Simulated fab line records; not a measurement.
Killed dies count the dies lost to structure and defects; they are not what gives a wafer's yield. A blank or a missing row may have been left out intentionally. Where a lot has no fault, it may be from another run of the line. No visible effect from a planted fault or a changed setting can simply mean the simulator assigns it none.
Split-lot experiment | flow n5_finfet | 21 wafers read from 7 lots, route of 1938 steps

== THE SPLIT ==
At N5_BEOL_M5_COAT_60 (time 60 s, resist thk 12 nm), the setting spin_rpm was moved away from the recipe's 1500 rpm on 6 of the 21 wafers read, by -10.8% to +5.1%. The other wafers ran this setting at the recipe's value.

== FROM THE SPLIT TO THE READING: what the file shows between them, 4 steps ==
- N5_BEOL_M5_COAT_71: time 60 s, resist thk 5 nm
- N5_BEOL_M5_COAT_05: resist thk 30 nm
- N5_BEOL_M5_DESCUM_16: chemistry O2, time 7 s
- N5_BEOL_M5_ETCH_72: etches underlayer in N2/H2, target depth 6.5 nm, time 5.2 s

== THE READING ==
etch.depth_nm (the simulator's own value, which no gauge read), in nm, at N5_BEOL_M5_ETCH_61 (etches SiARC in CF4, target depth 15.6 nm, time 26 s). There is no usual value for it anywhere in the file. Average 11.99 nm, standard deviation 0.032 nm, over the 15 wafers here run with the recipe.

wafer  | tool, chamber at the split | spin_rpm as run, rpm | against the recipe | etch.depth_nm, nm | against lot-mates on the recipe
L075.3 | litho_track-04, 0          | 1500                 | recipe             | 12                | -
L075.4 | litho_track-04, 0          | 1500                 | recipe             | 11.97             | -
L075.5 | litho_track-04, 0          | 1500                 | recipe             | 11.94             | -
L077.1 | litho_track-03, 0          | 1500                 | recipe             | 11.99             | -
L077.3 | litho_track-03, 0          | 1500                 | recipe             | 11.98             | -
L077.5 | litho_track-03, 0          | 1500                 | recipe             | 11.93             | -
L080.1 | litho_track-03, 0          | 1500                 | recipe             | 12                | -
L080.4 | litho_track-03, 0          | 1500                 | recipe             | 12                | -
L080.3 | litho_track-03, 0          | 1374                 | -8.4%              | 12.55             | +0.55
L082.3 | litho_track-02, 0          | 1500                 | recipe             | 12.02             | -
L082.4 | litho_track-02, 0          | 1500                 | recipe             | 12.01             | -
L082.5 | litho_track-02, 0          | 1338                 | -10.8%             | 12.72             | +0.71
L087.4 | litho_track-03, 0          | 1500                 | recipe             | 12.03             | -
L087.5 | litho_track-03, 0          | 1560                 | +4.0%              | 11.78             | -0.25
L087.6 | litho_track-03, 0          | 1560                 | +4.0%              | 11.79             | -0.24
L091.2 | litho_track-03, 0          | 1500                 | recipe             | 11.95             | -
L091.3 | litho_track-03, 0          | 1577                 | +5.1%              | 11.65             | -0.30
L091.4 | litho_track-03, 0          | 1577                 | +5.1%              | 11.67             | -0.28
L090.3 | litho_track-02, 0          | 1500                 | recipe             | 12                | -
L090.4 | litho_track-02, 0          | 1500                 | recipe             | 12.01             | -
L090.6 | litho_track-02, 0          | 1500                 | recipe             | 12.05             | -

THE FIT
A straight line over all 21 wafers: etch.depth_nm changes by -0.0648 nm for each +1% of spin_rpm; r = -0.99; the points scatter about the line by 0.033 nm.
The same after taking each lot's own level away (the mean of its wafers on the recipe; 21 wafers): -0.0631 nm for each +1%; r = -1.00; scatter 0.021 nm.
According to that fit, moving spin_rpm by its largest amount changes the reading by 0.68 nm.
From 11.950 to 12.030 nm: that is the span of the lots' own levels, equal to 2.5 times the standard deviation above.
The two slopes agree, so the slope changes little with the lot-to-lot level.
Check: for one of the wafers moved furthest among these (-10.8%), held out of the fit, the line's prediction against its lot-mates is +0.672 nm. Against them it came out at +0.705 nm.

== THE OTHER SPLITS THESE WAFERS WENT THROUGH ==
Other splits were also applied to these wafers ahead of the reading. Each is held against what the fit with the lots' levels taken away leaves over:
other split on the same wafers     | wafers away from the commonest value | r with etch.depth_nm (lot level and that fit taken away)
N5_BEOL_M3_EXPOSE_08 dose_mj       | 5                                    | -0.25
N5_BEOL_M3_TRENCH_ETCH_37 source_w | 10                                   | -0.28
N5_BEOL_M3_ETCH_41 target_depth_a  | 5                                    | +0.07
N5_BEOL_M5_HM_DEP_02 target_thk_a  | 6                                    | -0.11

== THE WHOLE CHAIN: every reading that the file lists as answering this split, in the file's order ==
step               | what it does                                         | reading                                                                          | change (the file's fit)                | r (the file's)
N5_BEOL_M5_COAT_60 | time 60 s, resist thk 12 nm                          | SiARC_of_BEOL_M5_COAT_60.thk_nm (the simulator's own value, which no gauge read) | -0.072 nm for each +1% of the setting  | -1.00
N5_BEOL_M5_ETCH_61 | etches SiARC in CF4, target depth 15.6 nm, time 26 s | etch.depth_nm (the simulator's own value, which no gauge read)                   | -0.0642 nm for each +1% of the setting | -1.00

== THE FILE'S OWN FIT ==
etch.depth_nm changes by -0.0642 nm for each +1% of spin_rpm, r = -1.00.
